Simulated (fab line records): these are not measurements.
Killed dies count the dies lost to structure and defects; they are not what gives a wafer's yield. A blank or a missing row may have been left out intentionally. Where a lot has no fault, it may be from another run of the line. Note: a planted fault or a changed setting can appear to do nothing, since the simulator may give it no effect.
fab line records	flow nand_harc
record: lots: 6	wafers: 18	last_day: 32
route steps=1302 shown A_CHANNEL_FILL_D2@612 A_STAIRCASE@639 END@1301
lots with no fault: from the same line, run without faults
start_h: start of the lot's first displayed wafer, in hours after the record's first day	wait_h: hours elapsed since this lot's preceding step	" same as the row above	L1.1+2: a row that stands for several wafers	- no value, or no start was given	* or withheld: withheld	< > ~ a bound
route shown NAME@n: a module of which the file shows steps, and the number in the route of the first	usual: mean/standard deviation taken from wafers without a fault	same: alike in all rows	chamber/n: place in a boat	sites: readings site by site	_std_site: their standard deviation	_edge_site: the outer-site mean with the inner-site mean subtracted	radius_mm: for every site, how far away it sits from the centre of the wafer	mask NAME#n: copy n	behind: the most recent tool/chamber to have shaped the wafer	hold: why the lot went on hold/how many hours it stayed there/how the hold came to an end	device: the n, p or np transistor that did not switch	end of line: at the end of the route, the tests of the same wafers	for a step that has no rows: nothing shown but its recipe	killed: dies lost to structure and defects at the first sort, not the wafer's yield	map: per-die view of a wafer (x killed, . not killed, _ where there is no die)
set.NAME: the run value of the setting; set.NAME@STEP: its run value at that earlier step	model.NAME: the simulator's own value behind a step, which no gauge read
lots seen at some steps along the route; tables by step, rows by wafer
services: when a tool's chamber went out of use (start_h, in hours from the record's first day, below 0 if earlier), for how many hours, and the reason
== steps ==
step: NHARC_A_CHANNEL_FILL_D2_ALD_02
recipe: target_thk_a: 60	pulse_time_s: 10	ald_cycles: 60	temp_c: 300	material: SiO2
step: NHARC_A_CHANNEL_FILL_D2_ALD_03
recipe: target_thk_a: 60	pulse_time_s: 60	ald_cycles: 58	temp_c: 630	pressure_torr: 2	material: SiNx
step: NHARC_A_CHANNEL_FILL_D2_ALD_14
recipe: target_thk_a: 25	pulse_time_s: 10	ald_cycles: 25	temp_c: 300	material: SiO2
step: NHARC_A_CHANNEL_FILL_D2_ALD_15
recipe: target_thk_a: 20	pulse_time_s: 60	ald_cycles: 19	temp_c: 630	pressure_torr: 2	material: SiNx
usual: precursor_pulse_height_rel: 1.000/0.018
lot.wafer	tool	chamber	start_h	wait_h	precursor_pulse_height_rel
L394.1	ald_sin_batch-02	0	-	-	0.984
L394.3	"	0	"	"	1.036
L394.6	"	0	"	"	0.992
L399.1	ald_sin_batch-03	0	365.21	2.6	1.000
L399.2	"	0	"	"	0.967
L399.4	"	0	"	"	0.986
L407.2	ald_sin_batch-02	0	-	-	1.019
L407.3	"	0	"	"	0.978
L407.6	"	0	"	"	0.965
L408.2	ald_sin_batch-02	0	-	-	1.012
L408.4	"	0	"	"	0.990
L408.5	"	0	"	"	1.026
L412.1	ald_sin_batch-02	0	-	-	0.986
L412.2	"	0	"	"	1.004
L412.6	"	0	"	"	1.023
L413.3	ald_sin_batch-02	0	-	-	1.033
L413.4	"	0	"	"	0.992
L413.6	"	0	"	"	0.968
step: NHARC_A_CHANNEL_FILL_D2_ALD_16
recipe: target_thk_a: 15	pulse_time_s: 10	ald_cycles: 15	temp_c: 300	material: SiO2
usual: heater_power_w: 471/48	precursor_pulse_height_rel: 1.003/0.021
lot.wafer	tool	chamber	start_h	wait_h	heater_power_w	precursor_pulse_height_rel
L394.1	ald_hk-01	1	311.55	3.3	454	0.977
L394.3	"	0	"	"	507	1.009
L394.6	"	2	"	"	458	0.989
L399.1	ald_hk-04	0	367.41	0.2	500	1.029
L399.2	"	1	"	"	392	0.994
L399.4	"	3	"	"	461	1.005
L407.2	ald_hk-04	3	460.02	0.1	456	1.000
L407.3	"	0	"	"	525	0.975
L407.6	"	2	"	"	451	0.983
L408.4	ald_hk-04	1	460.13	0.2	369	1.012
L408.2	"	3	"	"	441	1.000
L408.5	"	1	"	"	385	0.984
L412.1	ald_hk-01	0	500.28	0.0	549	0.984
L412.2	"	3	"	"	529	1.008
L412.6	"	0	"	"	537	1.045
L413.3	ald_hk-03	3	515.03	0.0	420	1.027
L413.4	"	2	"	"	461	1.008
L413.6	"	0	"	"	447	1.015
step: NHARC_A_CHANNEL_FILL_D2_ANNEAL_17
recipe: temp_c: 850	time_s: 1800
step: NHARC_A_CHANNEL_FILL_D2_CVD_18
recipe: target_thk_a: 30	temp_c: 550	material: poly-Si
step: NHARC_A_CHANNEL_FILL_D2_ETCHBACK_19
recipe: target_depth_a: 50	time_s: 1.7	hbr_flow_sccm: 150	cl2_flow_sccm: 50	rf_w: 400	icp_w: 400	bias_w: 100	chemistry: HBr/Cl2
step: NHARC_A_CHANNEL_FILL_D2_ETCHBACK_20
recipe: target_depth_a: 270	time_s: 13.5	c4f8_flow_sccm: withheld	o2_flow_sccm: 8	ar_flow_sccm: withheld	rf_w: 600	bias_w: 1500	chemistry: C4F8/O2/Ar
step: NHARC_A_CHANNEL_FILL_D2_STRIP_28
recipe: time_s: 20	o2_flow_sccm: 500	ar_flow_sccm: 0	bias_w: 0	chemistry: O2
step: NHARC_A_CHANNEL_FILL_D2_PRECLEAN_21
recipe: time_s: 30	chemistry: dHF
step: NHARC_A_CHANNEL_FILL_D2_SRD_23
step: NHARC_A_CHANNEL_FILL_D2_CVD_05
recipe: target_thk_a: 50	temp_c: 550	material: poly-Si
usual: spike_tc_bottom_C: 573.4/1.8	spike_tc_centre_C: 550.9/1.2	spike_tc_lower_C: 550.5/1.4	spike_tc_top_C: 571.3/1.5	spike_tc_upper_C: 549.7/1.1	tube_center_temp_C: 549.99/0.051	zone_power_bottom_pct: 11.4/0.37
lot.wafer	tool	chamber	start_h	wait_h	spike_tc_bottom_C	spike_tc_centre_C	spike_tc_lower_C	spike_tc_top_C	spike_tc_upper_C	tube_center_temp_C	zone_power_bottom_pct
L394.1	lpcvd_poly-01	0	326.06	2.4	572.8	551.6	550.1	569.0	549.0	550.08	10.6
L394.3	"	0	"	"	571.5	551.1	549.0	569.3	548.6	550.05	10.8
L394.6	"	0	"	"	572.5	551.9	548.5	567.8	549.1	549.98	11.0
L399.1	lpcvd_poly-03	0	382.69	3.6	571.3	549.4	550.0	572.1	549.8	549.98	11.3
L399.2	"	0	"	"	572.3	550.0	549.3	570.3	548.8	549.96	11.3
L399.4	"	0	"	"	571.9	550.8	549.3	571.1	550.0	550.1	11.4
L407.2	lpcvd_poly-03	0	474.52	2.3	600.8	578.0	578.1	600.0	579.7	577.81	12.7
L407.3	"	0	"	"	600.2	577.3	578.1	596.9	578.1	577.84	12.5
L407.6	"	0	"	"	598.2	577.9	575.9	598.0	578.6	577.9	12.3
L408.2	lpcvd_poly-03	0	474.52	2.3	600.2	576.2	578.4	599.1	578.1	577.91	12.4
L408.4	"	0	"	"	599.0	576.7	576.8	598.8	577.6	577.96	12.7
L408.5	"	0	"	"	598.4	578.6	576.7	597.9	577.2	577.91	12.6
L412.1	lpcvd_poly-02	0	514.90	2.4	574.0	551.6	552.2	572.7	549.3	549.95	11.7
L412.2	"	0	"	"	573.5	549.2	551.3	571.1	550.0	549.92	11.6
L412.6	"	0	"	"	577.2	552.0	550.6	572.1	550.7	550.05	11.7
L413.3	lpcvd_poly-02	0	528.92	2.3	573.4	550.8	550.8	571.8	549.6	550.03	11.7
L413.4	"	0	"	"	574.8	550.2	552.6	572.3	550.8	549.98	11.8
L413.6	"	0	"	"	573.6	550.3	550.0	571.2	551.0	549.97	11.9
step: NHARC_A_CHANNEL_FILL_D2_ANNEAL_22
recipe: temp_c: 620	time_s: 7200
step: NHARC_A_CHANNEL_FILL_D2_ALD_25
recipe: target_thk_a: 600	pulse_time_s: 10	ald_cycles: 600	temp_c: 300	material: SiOx
step: NHARC_A_CHANNEL_FILL_D2_ETCHBACK_08
recipe: target_depth_a: 2200	time_s: 110	c4f8_flow_sccm: 20	ar_flow_sccm: withheld	rf_w: 600	bias_w: 300	chemistry: C4F8
step: NHARC_A_CHANNEL_FILL_D2_STRIP_29
recipe: time_s: 20	o2_flow_sccm: 500	ar_flow_sccm: 0	bias_w: 0	chemistry: O2
step: NHARC_A_CHANNEL_FILL_D2_PRECLEAN_30
recipe: time_s: 30	chemistry: dHF
step: NHARC_A_CHANNEL_FILL_D2_SRD_31
step: NHARC_A_CHANNEL_FILL_D2_CVD_09
recipe: target_thk_a: 1500	temp_c: 620	pressure_mtorr: 200	time_s: 3000	material: poly-Si
step: NHARC_A_CHANNEL_FILL_D2_CMP_10
recipe: target_thk_nm: 150
usual: motor_current_A: 11.9/1.3	time_to_endpoint_s: 15.5/2.6
lot.wafer	tool	chamber	start_h	wait_h	motor_current_A	time_to_endpoint_s
L394.1	cmp-02	0	349.94	0.4	10.8	19.5
L394.3	"	2	"	"	14.3	16.0
L394.6	"	3	"	"	13.7	18.3
L399.2	cmp-01	3	402.73	0.4	12.2	11.9
L399.1	"	0	"	"	11.1	18.3
L399.4	"	2	"	"	12.1	14.9
L408.2	cmp-02	2	495.29	0.4	13.6	12.8
L408.4	"	3	"	"	14.2	15.9
L408.5	"	3	"	"	12.8	18.0
L407.3	cmp-01	0	495.31	0.4	10.8	18.1
L407.2	"	2	"	"	12.2	15.1
L407.6	"	3	"	"	12.2	15.8
L412.2	cmp-03	1	537.77	0.4	10.6	19.3
L412.1	"	0	"	"	13.5	14.0
L412.6	"	1	"	"	10.7	19.7
L413.4	cmp-01	1	552.08	0.4	12.0	17.6
L413.3	"	0	"	"	10.9	20.1
L413.6	"	1	"	"	11.2	13.7
step: NHARC_A_CHANNEL_FILL_D2_SRD_12
step: NHARC_A_CHANNEL_FILL_D2_RTA_24
recipe: temp_c: 1000	time_s: 5
step: NHARC_A_CHANNEL_FILL_D2_INSPECT_13
usual: raw_defect_count: 386/120
lot.wafer	tool	chamber	start_h	wait_h	raw_defect_count
L394.1	defect_inspect-01	-	350.54	0.2	411
L394.3	"	-	"	"	406
L394.6	"	-	"	"	595
L399.1	defect_inspect-02	-	403.34	0.2	631
L399.2	"	-	"	"	759
L399.4	"	-	"	"	433
L408.2	defect_inspect-02	-	495.90	0.1	345
L408.4	"	-	"	"	317
L408.5	"	-	"	"	363
L407.2	defect_inspect-02	-	496.04	0.1	252
L407.3	"	-	"	"	292
L407.6	"	-	"	"	250
L412.1	defect_inspect-01	-	538.38	0.2	409
L412.2	"	-	"	"	451
L412.6	"	-	"	"	279
L413.3	defect_inspect-01	-	552.69	0.1	588
L413.4	"	-	"	"	425
L413.6	"	-	"	"	271
step: NHARC_A_STAIRCASE_DEP_156
recipe: target_thk_a: 500	temp_c: 400	target_thk_nm: 50	flow_sccm: 200	rf_w: 450	material: SiNx
step: NHARC_A_STAIRCASE_DEHYDRATE_158
recipe: temp_c: 150	time_s: 120
step: NHARC_A_STAIRCASE_HMDS_159
recipe: time_s: 30
step: NHARC_A_STAIRCASE_COAT_160
recipe: spin_rpm: 1200
step: NHARC_A_STAIRCASE_SOFTBAKE_161
recipe: temp_c: 135	time_s: 170
step: NHARC_A_STAIRCASE_EBR_162
step: NHARC_A_STAIRCASE_EXPOSE_163
recipe: na: 0.5	dose_mj: 20.01	mask_id: STAIR_OPEN
step: NHARC_A_STAIRCASE_PEB_164
recipe: peb_temp_c: 115	peb_time_s: 130
step: NHARC_A_STAIRCASE_DEVELOP_165
recipe: time_s: 140
step: NHARC_A_STAIRCASE_HARDBAKE_167
recipe: temp_c: 120	time_s: 140
step: NHARC_A_STAIRCASE_DESCUM_168
recipe: time_s: 3	o2_flow_sccm: 200	ar_flow_sccm: 0	bias_power_w: 0	chemistry: O2
step: NHARC_A_STAIRCASE_ETCH_169
recipe: target_depth_a: 500	time_s: 107.1	ion_energy_ev: 120	ch3f_flow_sccm: 50	o2_flow_sccm: 30	ar_flow_sccm: 200	rf_w: 500	bias_w: 100	chemistry: CH3F/O2
usual: drypump_motor_current_A: 5.9/0.37	oes_product_au: 0.958/0.015	rf_vpp_V: 244.7/1.7	showerhead_plenum_p_Torr: 2.48/0.11	throttle_valve_pct: 20.663/0.0095
lot.wafer	tool	chamber	start_h	wait_h	drypump_motor_current_A	oes_product_au	rf_hours_counter_h	rf_vpp_V	showerhead_plenum_p_Torr	throttle_valve_pct
L394.3	rie_diel-04	1	351.65	0.1	6.0	0.976	53	243.8	2.43	20.679
L394.1	"	3	"	"	6.1	0.966	58	244.4	2.48	20.666
L394.6	"	1	"	"	6.0	0.994	-	243.2	2.43	20.657
L399.1	rie_diel-08	3	404.38	0.1	5.8	0.957	11	246.6	2.64	20.662
L399.2	"	1	"	"	5.9	0.969	8	248.5	2.63	20.669
L399.4	"	0	"	"	6.2	0.976	-	245.1	2.49	20.665
L408.4	rie_diel-07	0	497.04	0.1	6.4	0.962	2	242.4	2.34	20.674
L408.2	"	2	"	"	6.1	0.952	2	246.0	2.55	20.668
L408.5	"	0	"	"	6.4	0.965	-	242.3	2.34	20.655
L407.3	rie_diel-08	3	497.22	0.1	5.8	0.948	46	245.8	2.63	20.659
L407.2	"	1	"	"	5.9	0.947	40	246.1	2.62	20.664
L407.6	"	2	"	"	5.6	0.953	-	242.9	2.46	20.667
L412.1	rie_diel-08	1	539.51	0.1	5.9	0.968	56	245.5	2.61	20.672
L412.2	"	3	"	"	5.8	0.954	64	246.7	2.62	20.665
L412.6	"	2	"	"	5.6	0.968	-	244.4	2.45	20.666
L413.3	rie_diel-04	3	553.89	0.1	6.2	0.947	3	245.4	2.46	20.679
L413.6	"	1	"	"	5.9	0.962	-	242.5	2.41	20.662
L413.4	"	0	"	"	6.2	0.943	-	248.1	2.64	20.647
step: NHARC_A_STAIRCASE_ETCH_170
recipe: target_depth_a: 2000	time_s: 66.667	ion_energy_ev: 250	c4f6_flow_sccm: 25	o2_flow_sccm: 20	ar_flow_sccm: 500	rf_w: 600	bias_w: 500	chemistry: C4F6/O2
step: NHARC_A_STAIRCASE_STRIP_171
recipe: power_w: 1500	temp_c: 250	chemistry: O2
usual: drypump_motor_current_A: 5.7/0.35	heater_power_w: 350/26	temp_c: 249.97/0.2
lot.wafer	tool	chamber	start_h	wait_h	drypump_motor_current_A	heater_power_w	rf_hours_counter_h	temp_c
L394.1	plasma_asher-01	0	351.91	-	6.2	342	0	250.12
L394.3	"	1	"	"	5.9	390	-	249.70
L394.6	"	0	"	"	6.2	342	-	250.11
L399.1	plasma_asher-02	1	404.64	-	5.3	314	32	249.93
L399.2	"	0	"	"	5.5	345	32	250.06
L399.4	"	0	"	"	5.5	347	-	249.94
L408.2	plasma_asher-01	1	497.31	-	5.9	382	33	250.11
L408.4	"	0	"	"	6.2	354	-	249.85
L408.5	"	1	"	"	5.9	388	-	249.81
L407.2	plasma_asher-02	1	497.61	-	5.3	312	10	249.84
L407.3	"	1	"	"	5.3	310	-	249.79
L407.6	"	0	"	"	5.5	349	-	250.12
L412.1	plasma_asher-01	0	539.74	-	6.2	335	2	249.90
L412.2	"	1	"	"	5.9	380	2	249.92
L412.6	"	0	"	"	6.2	338	-	249.91
L413.4	plasma_asher-01	0	554.23	-	6.2	343	-	250.17
L413.3	"	1	"	"	5.9	377	-	249.93
L413.6	"	0	"	"	6.2	337	-	250.08
step: NHARC_END_WLT_00
usual: VT_DECK1_BOTTOM: 0.871/0.0074	VT_DECK1_BOTTOM_INNER: 0.872/0.0078	VT_DECK1_MEDIAN_NEAR_BOTTOM: 0.872/0.0076	VT_DECK1_MEDIAN_NEAR_BOTTOM_INNER: 0.873/0.0083	VT_DECK1_MIDDLE: 0.885/0.0069	VT_DECK1_MIDDLE_INNER: 0.884/0.0074	VT_DECK1_TOP: 0.896/0.0079	VT_DECK1_TOP_INNER: 0.896/0.0075	VT_DECK2_BOTTOM: 0.872/0.0082	VT_DECK2_BOTTOM_INNER: 0.871/0.008	VT_DECK2_MEDIAN_NEAR_BOTTOM: 0.872/0.0088	VT_DECK2_MEDIAN_NEAR_BOTTOM_INNER: 0.872/0.0086	VT_DECK2_MIDDLE: 0.885/0.0083	VT_DECK2_MIDDLE_INNER: 0.884/0.0079	VT_DECK2_TOP: 0.896/0.0081	VT_DECK2_TOP_INNER: 0.896/0.0079
lot.wafer	tool	chamber	start_h	wait_h	VT_DECK1_BOTTOM	VT_DECK1_BOTTOM_INNER	VT_DECK1_MEDIAN_NEAR_BOTTOM	VT_DECK1_MEDIAN_NEAR_BOTTOM_INNER	VT_DECK1_MIDDLE	VT_DECK1_MIDDLE_INNER	VT_DECK1_TOP	VT_DECK1_TOP_INNER	VT_DECK2_BOTTOM	VT_DECK2_BOTTOM_INNER	VT_DECK2_MEDIAN_NEAR_BOTTOM	VT_DECK2_MEDIAN_NEAR_BOTTOM_INNER	VT_DECK2_MIDDLE	VT_DECK2_MIDDLE_INNER	VT_DECK2_TOP	VT_DECK2_TOP_INNER
L394.1	prober-02	-	577.16	0.0	0.867	0.871	0.867	0.870	0.890	0.890	0.889	0.891	0.867	0.862	0.859	0.867	0.878	0.886	0.896	0.882
L394.3	"	-	"	"	0.867	0.872	0.875	0.873	0.884	0.882	0.897	0.900	0.869	0.860	0.861	0.864	0.874	0.887	0.891	0.890
L394.6	"	-	579.63	2.5	0.867	0.869	0.869	0.870	0.886	0.890	0.901	0.901	0.868	0.873	0.860	0.866	0.881	0.880	0.897	0.884
L399.1	prober-01	-	615.16	0.0	0.884	0.881	0.894	0.889	0.898	0.892	0.904	0.913	0.882	0.877	0.883	0.874	0.895	0.882	0.900	0.895
L399.2	"	-	"	"	0.881	0.879	0.880	0.881	0.894	0.898	0.913	0.911	0.875	0.874	0.874	0.879	0.893	0.893	0.898	0.895
L399.4	"	-	616.65	1.5	0.877	0.884	0.879	0.886	0.901	0.893	0.916	0.904	0.874	0.879	0.877	0.874	0.889	0.897	0.907	0.906
L408.2	prober-02	-	708.42	0.6	0.872	0.871	0.868	0.880	0.887	0.884	0.897	0.906	1.033	1.037	1.036	1.042	1.067	1.081	1.113	1.099
L408.4	"	-	709.42	1.6	0.880	0.880	0.883	0.875	0.890	0.895	0.899	0.904	1.056	1.050	1.065	1.063	1.094	1.077	1.104	1.105
L408.5	"	-	"	"	0.874	0.875	0.876	0.883	0.893	0.894	0.899	0.897	1.043	1.039	1.045	1.049	1.082	1.083	1.107	1.110
L407.2	prober-01	-	711.98	0.5	0.871	0.878	0.877	0.871	0.888	0.891	0.899	0.894	1.058	1.059	1.049	1.058	1.080	1.081	1.103	1.109
L407.3	"	-	"	"	0.861	0.876	0.865	0.869	0.890	0.883	0.900	0.905	1.052	1.049	1.057	1.042	1.082	1.075	1.114	1.098
L407.6	"	-	713.96	2.5	0.874	0.873	0.876	0.875	0.888	0.887	0.896	0.900	1.063	1.061	1.068	1.069	1.091	1.098	1.100	1.111
L412.1	prober-01	-	747.49	0.0	0.873	0.864	0.868	0.865	0.880	0.882	0.897	0.892	0.865	0.866	0.857	0.865	0.881	0.874	0.888	0.886
L412.2	"	-	"	"	0.870	0.868	0.883	0.877	0.882	0.883	0.892	0.896	0.866	0.865	0.870	0.868	0.882	0.872	0.892	0.886
L412.6	"	-	749.98	2.5	0.864	0.869	0.861	0.865	0.885	0.874	0.887	0.893	0.865	0.873	0.866	0.863	0.877	0.874	0.885	0.886
L413.3	prober-01	-	759.24	1.1	0.876	0.861	0.867	0.865	0.879	0.876	0.900	0.889	0.871	0.855	0.876	0.864	0.875	0.873	0.891	0.891
L413.4	"	-	"	"	0.860	0.862	0.865	0.861	0.874	0.877	0.881	0.893	0.866	0.866	0.870	0.865	0.873	0.870	0.894	0.882
L413.6	"	-	"	"	0.863	0.864	0.861	0.861	0.876	0.878	0.882	0.886	0.859	0.860	0.864	0.863	0.883	0.875	0.889	0.886
step: NHARC_END_SORT_01
recipe: temp_c: 25
usual: killed_at_array: 57/19	killed_at_other: 0.9/1.1	killed_at_periphery: 4.0/2.6	killed_dies: 62/19	killed_open: 3.3/1.8	killed_short: 2.4/1.7
same: gross_dies: 677
lot.wafer	tool	chamber	start_h	wait_h	killed_at_array	killed_at_other	killed_at_periphery	killed_dies	killed_open	killed_short
L407.2	prober-01	0	715.26	2.8	33	4	0	37	2	5
L407.3	prober-01	0	716.06	3.1	30	3	2	35	5	1
L407.6	prober-01	0	718.46	4.0	28	1	2	31	6	0
killed by level:class
L407.2 A_CHANNEL_HOLE_D1:chamber_film_flake=13 A_CONTACT:chamber_film_flake=7 THIN_TSV:chamber_film_flake=4 A_SLIT:chamber_film_flake=3 A_WL_FILL:geometric_particle:short=2 A_CHANNEL_HOLE_D1:geometric_particle:open=1 A_DECK1_JOINT:geometric_particle:open=1 A_CHANNEL_HOLE_D2:geometric_particle:short=1
L407.3 A_CHANNEL_HOLE_D1:chamber_film_flake=8 A_CONTACT:chamber_film_flake=8 A_SLIT:chamber_film_flake=4 THIN_TSV:chamber_film_flake=3 P_M1:chamber_film_flake=2 A_WL_FILL:chamber_film_flake=2 A_SOURCE_PLATE:geometric_particle:open=1 A_ONON_D1:geometric_particle:open=1
L407.6 A_CHANNEL_HOLE_D1:chamber_film_flake=10 A_CONTACT:chamber_film_flake=5 A_STAIRCASE:chamber_film_flake=3 A_WL_FILL:chamber_film_flake=2 P_STI:geometric_particle:open=1 A_CHANNEL_HOLE_D1:geometric_particle:open=1 A_DECK1_JOINT:geometric_particle:open=1 A_ONON_D2:geometric_particle:open=1
== services ==
tool	chamber	start_h	hours	kind
cmp-01	-	283.67	4.0	pm
rie_diel-04	2	287.33	2.7	repair
ald_hk-01	-	301.55	10.0	pm
rie_diel-08	3	307.84	15.6	repair
lpcvd_poly-03	-	311.29	2.3	repair
ald_sin_batch-02	-	328.65	2.7	repair
cmp-02	-	332.09	4.0	pm
rie_diel-04	2	338.78	6.7	repair
plasma_asher-01	-	342.24	9.0	pm
cmp-02	-	364.58	5.2	repair
rie_diel-08	-	368.00	9.0	pm
cmp-01	-	381.67	4.0	pm
lpcvd_poly-03	-	389.81	26.0	pm
plasma_asher-01	-	392.90	1.3	repair
rie_diel-08	2	400.04	4.7	repair
rie_diel-08	-	404.81	0.3	repair
cmp-01	-	421.42	0.5	repair
ald_hk-04	-	435.79	10.0	pm
cmp-01	-	446.79	1.5	repair
cmp-01	-	454.10	0.4	repair
cmp-01	-	479.67	4.0	pm
rie_diel-08	3	509.73	6.1	repair
plasma_asher-01	-	519.24	9.0	pm
rie_diel-08	-	545.00	9.0	pm
== key ==
first_sign: step: NHARC_A_CHANNEL_FILL_D2_CVD_05	reading: tube_center_temp_C	direction: up	sigmas: 99+	usual: *	struck: *
effect: step: NHARC_A_CHANNEL_FILL_D2_CVD_05	reading: spike_tc_upper_C	direction: up	sigmas: 26	usual: 549.7	struck: 578.2
effect: step: NHARC_END_WLT_00	reading: VT_DECK2_TOP_INNER	direction: up	sigmas: 26	usual: 0.896	struck: 1.105
met_at NHARC_A_CHANNEL_FILL_D2_CVD_05
struck_wafers L407.2,L407.3,L407.6,L408.2,L408.4,L408.5
tester_left_out L407,L408
onset_between 382.69 474.52
fault: kind: process_parameter_drift	tool: lpcvd_poly-03	chamber: -	onset_h: 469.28	steps: NHARC_A_CHANNEL_FILL_D2_CVD_05	channel: temp_c	offset: *	shape: step	end_h: 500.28	acts_in: *	stated: *
tester_left_out: of these lots the tester's yield and bins aren't shown, on N5 and GAA mostly nor the transistor test; their killed dies are dies lost to structure and defects alone, not to doping, threshold or leakage, so they don't give the yield
